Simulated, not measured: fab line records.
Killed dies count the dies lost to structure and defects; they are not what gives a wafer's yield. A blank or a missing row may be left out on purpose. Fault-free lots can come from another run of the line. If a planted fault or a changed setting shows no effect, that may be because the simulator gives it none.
Code-filled problem report in 8D (eight disciplines) form || flow n5 finfet || the parts of the form that need people (team, actions taken, sign-off) are left out

== 1. WHAT IS WRONG ==
N5_PASSIVATION_PROBE_49, killed_at_M4_up: mean 146 on 3 wafers (1 lot); fault-free wafers 13, standard deviation 5.2. Measured from the usual mean, that is +26 standard deviations.
First seen on wafer L166.1, day 14 11:19, on prober-01. At this step, 12 wafers from 4 lots have a number in the record. The rule behind "out" and "out of limits": a value lying over 4 standard deviations away from the usual mean. The other wafers with a number count as sound.

== 2. WHAT IT IS AND WHAT IT IS NOT ==
{"question": "which readings at this step", "is": "killed_at_M4_up, defect limited yield, killed dies, sort_bin_5_function, sort n pass, sort yield pct", "is not": "killed_at_M0_to_M3, killed at contacts, killed at front end, killed at other, killed short, sort_bin_4_leakage, sort_bin_8_speed"}
{"question": "which lots", "is": "L166", "is not": "L159, L162, L168"}
{"question": "which wafers of those lots", "is": "all that have a number", "is not": "-"}
{"question": "read on which tools", "is": "prober-01", "is not": "-"}
{"question": "when", "is": "from day 14 11:19", "is not": "up to then (6 sound wafers); but 3 sound wafers of L168 came after"}

== 3. WHAT RULES OUT EACH SUSPECT ==
Counting: any tool at a process step up to the reading is kept as a suspect provided that every lot that is out went through it and no sound lot did after the first of them.
- rie diel-03 at N5_BEOL_M7_ETCH_41 (etches SiCN in CH3F/O2, target depth 31.9 nm, time 57.8 s): kept. It ran the lot that is out, L166 (day 11 09:12), and no sound lot after that; its last sound lot up to then is L162 (day 9 23:53).
- rie diel-01 at N5_PASSIVATION_DESCUM_32 (chemistry O2, time 7.9 s): kept. It ran the lot that is out, L166 (day 14 05:50), and no sound lot after that.
- rie diel-02 at N5_PASSIVATION_STRIP_48 (strips in O2): ruled out as a lasting fault. After its first lot that is out, L166 (day 14 08:18), sound lots L168 ran on it.
- prober-01 at N5_PASSIVATION_PROBE_49: ruled out as a lasting fault. After its first lot that is out, L166 (day 14 11:19), sound lots L168 ran on it.
After counting, rie diel-03 at N5_BEOL_M7_ETCH_41 and rie diel-01 at N5_PASSIVATION_DESCUM_32 remain.

== 4. THE CAUSE (what the simulator had put in) ==
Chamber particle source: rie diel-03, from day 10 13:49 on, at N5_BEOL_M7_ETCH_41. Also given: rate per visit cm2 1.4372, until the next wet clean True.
Counting leaves 2 suspects; this tool is one of them.

== 5. SEQUENCE OF EFFECTS, ordered by route ==
Rows list readings where the struck wafers' mean (over those with a number) sits beyond 3 standard deviations from the usual. Only readings for which the record gives a usual standard deviation are gone through. hours: the time from each lot's start at the first step in this table that gives one to its start at this step, as a median over the lots. sigmas: the change in usual standard deviations.
{"hours": 0, "step": "N5_PASSIVATION_PROBE_49", "reading": "defect limited yield", "usual": "91.3 %", "on struck wafers": 81.2, "change": -10.1, "sigmas": -7.2}
{"hours": 0, "step": "N5_PASSIVATION_PROBE_49", "reading": "killed_at_M4_up", "usual": 13, "on struck wafers": 146, "change": "+133", "sigmas": "+26"}
{"hours": 0, "step": "N5_PASSIVATION_PROBE_49", "reading": "killed dies", "usual": 103, "on struck wafers": 222, "change": "+119", "sigmas": "+7.0"}
{"hours": 0, "step": "N5_PASSIVATION_PROBE_49", "reading": "sort_bin_5_function", "usual": "5.2 %", "on struck wafers": 11.0, "change": "+5.8", "sigmas": "+6.4"}
{"hours": 0, "step": "N5_PASSIVATION_PROBE_49", "reading": "sort n pass", "usual": 1077, "on struck wafers": 958, "change": -119, "sigmas": -7.0}
{"hours": 0, "step": "N5_PASSIVATION_PROBE_49", "reading": "sort yield pct", "usual": "91.3 %", "on struck wafers": 81.2, "change": -10.1, "sigmas": -7.2}
It contains these process steps:
- N5_PASSIVATION_PROBE_49

== 6. HOW IT WOULD HAVE BEEN CAUGHT EARLIER ==
94 hours passed between the start of the fault at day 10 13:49 and the first reading out of limits in this record, taken at day 14 11:19.
No tool reading at N5_BEOL_M7_ETCH_41 that has a usual standard deviation in the record was out on any struck wafer, so an alarm limit of 4 standard deviations on those readings would not have fired.
All the lots that are out (1) had begun N5_BEOL_M7_ETCH_41 on rie diel-03 by day 14 11:19. A hold on the tool at that time would have spared none of them.
